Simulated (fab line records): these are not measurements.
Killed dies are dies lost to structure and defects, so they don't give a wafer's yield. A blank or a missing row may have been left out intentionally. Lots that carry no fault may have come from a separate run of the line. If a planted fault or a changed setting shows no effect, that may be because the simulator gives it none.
Matching of chambers || flow nand_harc || NHARC_P_ZERO_WELL_DESCUM_39 on rie_diel-04 has 4 sister chambers
The step chemistry O2, time 3 s. 8 wafers are shown with their chamber, then 7 later ones without.

## EACH WAFER AND ITS CHAMBER
{"wafer": "L078.4", "chamber": 3, "drypump_motor_current_A (A)": 6.2, "showerhead_plenum_p_Torr (Torr)": 1.99}
{"wafer": "L079.1", "chamber": 2, "drypump_motor_current_A (A)": 5.7, "showerhead_plenum_p_Torr (Torr)": 1.90}
{"wafer": "L079.2", "chamber": 0, "drypump_motor_current_A (A)": 4.6, "showerhead_plenum_p_Torr (Torr)": 1.78}
{"wafer": "L084.1", "chamber": 0, "drypump_motor_current_A (A)": 4.6, "showerhead_plenum_p_Torr (Torr)": 1.78}
{"wafer": "L084.3", "chamber": 1, "drypump_motor_current_A (A)": 4.9, "showerhead_plenum_p_Torr (Torr)": 1.81}
{"wafer": "L084.5", "chamber": 3, "drypump_motor_current_A (A)": 6.2, "showerhead_plenum_p_Torr (Torr)": 1.98}
{"wafer": "L088.1", "chamber": 2, "drypump_motor_current_A (A)": 5.8, "showerhead_plenum_p_Torr (Torr)": 1.89}
{"wafer": "L088.4", "chamber": 1, "drypump_motor_current_A (A)": 4.9, "showerhead_plenum_p_Torr (Torr)": 1.81}

## WAFERS MISSING THEIR CHAMBER
{"wafer": "L088.5", "drypump_motor_current_A (A)": 6.2, "showerhead_plenum_p_Torr (Torr)": 1.98}
{"wafer": "L092.1", "drypump_motor_current_A (A)": 6.2, "showerhead_plenum_p_Torr (Torr)": 1.98}
{"wafer": "L092.3", "drypump_motor_current_A (A)": 5.7, "showerhead_plenum_p_Torr (Torr)": 1.89}
{"wafer": "L092.6", "drypump_motor_current_A (A)": 5.8, "showerhead_plenum_p_Torr (Torr)": 1.89}
{"wafer": "L093.3", "drypump_motor_current_A (A)": 6.2, "showerhead_plenum_p_Torr (Torr)": 1.98}
{"wafer": "L093.5", "drypump_motor_current_A (A)": 4.6, "showerhead_plenum_p_Torr (Torr)": 2.07}
{"wafer": "L093.6", "drypump_motor_current_A (A)": 6.1, "showerhead_plenum_p_Torr (Torr)": 1.98}

## CHAMBER TAKEN BY EACH
{"wafer": "L088.5", "from the rows above": 3, "in truth": 3}
{"wafer": "L092.1", "from the rows above": 3, "in truth": 3}
{"wafer": "L092.3", "from the rows above": 2, "in truth": 2}
{"wafer": "L092.6", "from the rows above": 2, "in truth": 2}
{"wafer": "L093.3", "from the rows above": 3, "in truth": 3}
{"wafer": "L093.5", "from the rows above": "can't be placed: 2 or 3", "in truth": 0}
{"wafer": "L093.6", "from the rows above": 3, "in truth": 3}
Placed correctly: 6 of 7. Cannot be placed on the basis of these rows: 1; the candidates contain the true chamber in 0. Placed wrongly: 0.
How it was worked out, from the rows above alone: a wafer's distance from a chamber is the root of the sum, over the readings, of the square of ((its reading less the chamber's mean) divided by the reading's scatter). If the next closest chamber is less than 2 further off than the closest, the wafer can't be placed; otherwise it belongs to the closest. Each chamber's mean is taken over the wafers shown for it. The scatter: the root of (the sum of the squares of (reading less its chamber's mean) over the shown wafers, divided by (wafers less chambers)).
